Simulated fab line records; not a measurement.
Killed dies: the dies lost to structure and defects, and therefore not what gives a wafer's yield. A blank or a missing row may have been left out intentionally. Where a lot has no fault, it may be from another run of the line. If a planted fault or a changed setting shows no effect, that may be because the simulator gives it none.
One fault seen from 3 desks + flow n5Finfet + numbers are kept per desk, each desk with only its own; the story behind them comes last

== THE DEFECT DESK ==
For each lot, the counts of the inspections along the route, averaged over the sampled wafers that have a number. Marked OUT: a lot whose mean sits more than 4 standard deviations from the usual mean, which makes it out of limits; the brackets give that distance.
Columns: A = rawDefectCount at N5_BEOL_M3_INSPECT_59, usual 73
| lot  | first seen here | A                      |
|------|-----------------|------------------------|
| L491 | day 8 18:13     | 40                     |
| L495 | day 9 18:47     | 72                     |
| L497 | day 10 01:27    | 5154 (+99 or more) OUT |
| L498 | day 10 05:27    | 5064 (+99 or more) OUT |
| L499 | day 10 19:04    | 5147 (+99 or more) OUT |
| L502 | day 11 14:26    | 64                     |
| L503 | day 11 15:08    | 59                     |
| L506 | day 12 01:59    | 87                     |
| L505 | day 13 14:26    | 120                    |
This desk finds L497, L498, L499 out of limits, L497 being first, at day 10 01:27 (rawDefectCount at N5_BEOL_M3_INSPECT_59). L491, L495, L502, L503, L506, L505: within limits.

== AT THE METROLOGY DESK ==
Means of the sampled wafers that have a number, per lot and without regard to the tool the lot ran on: this is what the gauges read. Marked OUT: a lot whose mean sits more than 4 standard deviations from the usual mean, which makes it out of limits; the brackets give that distance. Of its 12 readings 7 are shown: the one that was out of limits first, and those that lie furthest out on some lot.
Columns: A = M3_THK at N5_BEOL_M3_THK_MEAS_53, usual 38.9 nm; B = M3_RS at N5_BEOL_M3_RS_MEAS_58, usual 0.69 ohm/sq; C = IOFF_P at N5_BEOL_M4_RC_MEAS_101, usual 0.21 nA/um; D = ION_N at N5_BEOL_M4_RC_MEAS_101, usual 675 uA/um; E = ION_P at N5_BEOL_M4_RC_MEAS_101, usual 463 uA/um; F = VT_N at N5_BEOL_M4_RC_MEAS_101, usual 250 mV; G = VT_P at N5_BEOL_M4_RC_MEAS_101, usual -251 mV
| lot  | first seen here | A                       | B              | C    | D   | E   | F   | G    |
|------|-----------------|-------------------------|----------------|------|-----|-----|-----|------|
| L491 | day 8 17:56     | 40.2                    | 0.66           | 0.18 | 673 | 459 | 251 | -252 |
| L495 | day 9 18:30     | 39.7                    | 0.67           | 0.18 | 674 | 455 | 253 | -254 |
| L497 | day 10 01:10    | 297.6 (+99 or more) OUT | 0.06 (-18) OUT | -    | -   | -   | -   | -    |
| L498 | day 10 05:09    | 303.5 (+99 or more) OUT | 0.06 (-18) OUT | -    | -   | -   | -   | -    |
| L499 | day 10 18:43    | 292.6 (+99 or more) OUT | 0.06 (-18) OUT | -    | -   | -   | -   | -    |
| L502 | day 11 14:08    | 39.7                    | 0.67           | 0.25 | 683 | 467 | 249 | -246 |
| L503 | day 11 14:51    | 39.6                    | 0.68           | 0.25 | 690 | 470 | 247 | -246 |
| L506 | day 12 01:41    | 37.4                    | 0.72           | 0.25 | 679 | 468 | 249 | -248 |
| L505 | day 13 14:09    | 37.8                    | 0.72           | 0.27 | 683 | 471 | 249 | -247 |
This desk finds L497, L498, L499 out of limits, with the earliest case on L497 at day 10 01:10 (M3_THK at N5_BEOL_M3_THK_MEAS_53). L491, L495, L502, L503, L506, L505: within limits.

== THE TOOL OWNER'S DESK: cmp-02 ==
The tool's own readings at N5_BEOL_M3_CMP_52 (polishes, stops on SiOC, t overpolish 6.8 s, target thk 40 nm): means of the sampled wafers that have a number, for each lot that ran on this tool. Marked OUT: a lot whose mean sits more than 4 standard deviations from the usual mean, which makes it out of limits; the brackets give that distance.
Columns: A = barrierFieldEndpointS at N5_BEOL_M3_CMP_52, usual 24.8 s; B = clearingPlatenDownForcePsi at N5_BEOL_M3_CMP_52, usual 1.5002 psi; C = motorCurrentA at N5_BEOL_M3_CMP_52, usual 6.3 A; D = overpolishRunS at N5_BEOL_M3_CMP_52, usual 6.800 s; E = timeToEndpointS at N5_BEOL_M3_CMP_52, usual 62 s
| lot  | first seen here | A    | B      | C   | D     | E  |
|------|-----------------|------|--------|-----|-------|----|
| L491 | day 8 17:45     | 24.1 | 1.5001 | 6.7 | 6.795 | 62 |
| L502 | day 11 13:52    | 25.2 | 1.5020 | 6.7 | 6.804 | 64 |
| L503 | day 11 14:36    | 24.7 | 1.5012 | 6.4 | 6.795 | 58 |
This desk's finding: nothing out of limits on any of the 3 lots.

== BROUGHT TOGETHER ==
On L497, L498, L499, the metrology desk was in a position to raise an alarm at day 10 01:10.
The defect desk could have raised an alarm at day 10 01:27, on L497, L498, L499.
The desk of the tool owner found nothing out of limits.
The tool owner's desk has no number on record for L497, L498, L499.
Of the lots named, all ran N5_BEOL_M3_CMP_52 on cmp-02.

== WHAT WAS PUT IN BY THE SIMULATOR ==
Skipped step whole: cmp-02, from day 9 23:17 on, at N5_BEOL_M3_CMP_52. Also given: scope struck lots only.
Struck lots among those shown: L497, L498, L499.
Hours from the fault's start to each desk's first reading out of limits: the metrology desk, 2; the defect desk, 2.
